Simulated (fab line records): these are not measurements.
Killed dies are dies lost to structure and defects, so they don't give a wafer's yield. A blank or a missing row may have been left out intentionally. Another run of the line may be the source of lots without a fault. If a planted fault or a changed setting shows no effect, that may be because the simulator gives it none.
One fault through the eyes of 3 desks :: flow n5-finfet :: each desk holds nothing but its own numbers, with what lay behind them at the end

THE DEFECT DESK
Lot by lot, what the route's inspections counted, given as the mean of those sampled wafers with a number. Marked OUT: a lot whose mean sits more than 4 standard deviations from the usual mean, which makes it out of limits; the brackets give that distance.
Columns: A = raw-defect-count at N5_FIN_SAQP_INSPECT_40, usual 228
lot: L290
first seen here: day 2 08:07
A: 175

lot: L291
first seen here: day 2 14:44
A: 204

lot: L293
first seen here: day 3 03:14
A: 231

lot: L299
first seen here: day 4 16:47
A: 182

lot: L300
first seen here: day 4 20:57
A: 208

lot: L301
first seen here: day 5 06:01
A: 191

lot: L306
first seen here: day 6 08:38
A: 215

lot: L308
first seen here: day 6 21:43
A: 264

lot: L312
first seen here: day 7 21:02
A: 203
This desk's verdict: no lot among the 9 shows anything out of limits.

DESK OF THE TOOL OWNER: rie-si-04
The tool's own readings at N5_FIN_SAQP_FIN_ETCH_36 (etches the open film in HBr/Cl2/O2, target depth 120 nm, time 50.4 s): means of the sampled wafers that have a number, for each lot that ran on this tool. Marked OUT: a lot whose mean sits more than 4 standard deviations from the usual mean, which makes it out of limits; the brackets give that distance.
Columns: A = drypump-motor-current-A at N5_FIN_SAQP_FIN_ETCH_36, usual 5.82 A; B = oes_o_777_au at N5_FIN_SAQP_FIN_ETCH_36, usual 1.01 a.u.; C = oes-product-au at N5_FIN_SAQP_FIN_ETCH_36, usual 1.003 a.u.; D = rf-fwd-power-W at N5_FIN_SAQP_FIN_ETCH_36, usual 796.3 W; E = throttle-valve-pct at N5_FIN_SAQP_FIN_ETCH_36, usual 36.0 %
lot: L290
first seen here: day 2 07:52
A: 6.26
B: 0.99
C: 1.012
D: 800.8
E: 36.4

lot: L291
first seen here: day 2 14:29
A: 6.14
B: 0.96
C: 0.986
D: 794.5
E: 36.3

lot: L299
first seen here: day 4 16:31
A: 5.97
B: 1.46 (+5.7) OUT
C: 1.069
D: 942.2 (+58) OUT
E: 36.1

lot: L300
first seen here: day 4 20:42
A: 6.18
B: 1.48 (+5.9) OUT
C: 1.077
D: 943.3 (+59) OUT
E: 36.0

lot: L301
first seen here: day 5 05:46
A: 5.97
B: 1.40 (+4.9) OUT
C: 1.038
D: 941.1 (+58) OUT
E: 36.1
This desk's finding: out of limits on L299, L300, L301; first on L299, day 4 16:31 (oes_o_777_au at N5_FIN_SAQP_FIN_ETCH_36). L290, L291: within limits.

FROM THE METROLOGY DESK
What the gauges read for every lot (on any tool): the sampled wafers with a number, averaged. Marked OUT: a lot whose mean sits more than 4 standard deviations from the usual mean, which makes it out of limits; the brackets give that distance. 7 of its 11 readings are shown: the first one out of limits and those lying furthest out on some lot.
Columns: A = trench-depth-nm at N5_FIN_SAQP_OCD_MEAS_76, usual 120.2 nm; B = DIBL_P at N5_BEOL_M4_RC_MEAS_101, usual 36.1 mV/V; C = IOFF_N at N5_BEOL_M4_RC_MEAS_101, usual 0.160 nA/um; D = IOFF_P at N5_BEOL_M4_RC_MEAS_101, usual 0.21 nA/um; E = ION_P at N5_BEOL_M4_RC_MEAS_101, usual 464 uA/um; F = SS_N at N5_BEOL_M4_RC_MEAS_101, usual 71.5 mV/dec; G = VT_P at N5_BEOL_M4_RC_MEAS_101, usual -249 mV
lot: L290
first seen here: day 2 08:05
A: 120.8
B: 35.5
C: 0.161
D: 0.22
E: 460
F: 71.4
G: -249

lot: L291
first seen here: day 2 14:43
A: 118.5
B: 35.2
C: 0.140
D: 0.18
E: 460
F: 71.4
G: -252

lot: L293
first seen here: day 3 03:13
A: 119.9
B: 35.5
C: 0.146
D: 0.20
E: 464
F: 70.9
G: -250

lot: L299
first seen here: day 4 16:45
A: 129.8 (+4.6) OUT
B: 37.2
C: 0.164
D: 0.24
E: 463
F: 72.4
G: -246

lot: L300
first seen here: day 4 20:55
A: 131.1 (+5.2) OUT
B: 39.3
C: 0.196
D: 0.29
E: 480
F: 72.1
G: -244

lot: L301
first seen here: day 5 05:59
A: 127.6
B: 34.6
C: 0.146
D: 0.19
E: 471
F: 71.0
G: -251

lot: L306
first seen here: day 6 08:37
A: 119.7
B: 36.6
C: 0.167
D: 0.20
E: 460
F: 71.2
G: -250

lot: L308
first seen here: day 6 21:41
A: 119.6
B: 35.1
C: 0.158
D: 0.19
E: 467
F: 71.2
G: -251

lot: L312
first seen here: day 7 21:00
A: 121.5
B: 39.4
C: 0.202
D: 0.29
E: 470
F: 71.9
G: -243
This desk's finding: out of limits on L299, L300; first on L299, day 4 16:45 (trench-depth-nm at N5_FIN_SAQP_OCD_MEAS_76). L290, L291, L293, L301, L306, L308, L312: within limits.

PUT TOGETHER
The tool owner's desk had the chance to raise an alarm at day 4 16:31 on L299, L300, L301.
Metrology desk: alarm possible at day 4 16:45 on L299, L300.
No out-of-limits result turned up at the defect desk.
The defect desk has L299, L300, L301 on record, within its limits.
The metrology desk holds a record of L301, inside its limits.
N5_FIN_SAQP_FIN_ETCH_36 was run on rie-si-04 by each of the lots named.

WHAT THE SIMULATOR HAD INSERTED
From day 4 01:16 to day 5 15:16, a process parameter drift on rie-si-04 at N5_FIN_SAQP_FIN_ETCH_36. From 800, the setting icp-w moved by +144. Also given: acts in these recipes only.
Struck lots among those shown: L299, L300, L301.
Hours from the fault's start to each desk's first reading out of limits: the tool owner's desk, 15; the metrology desk, 15.
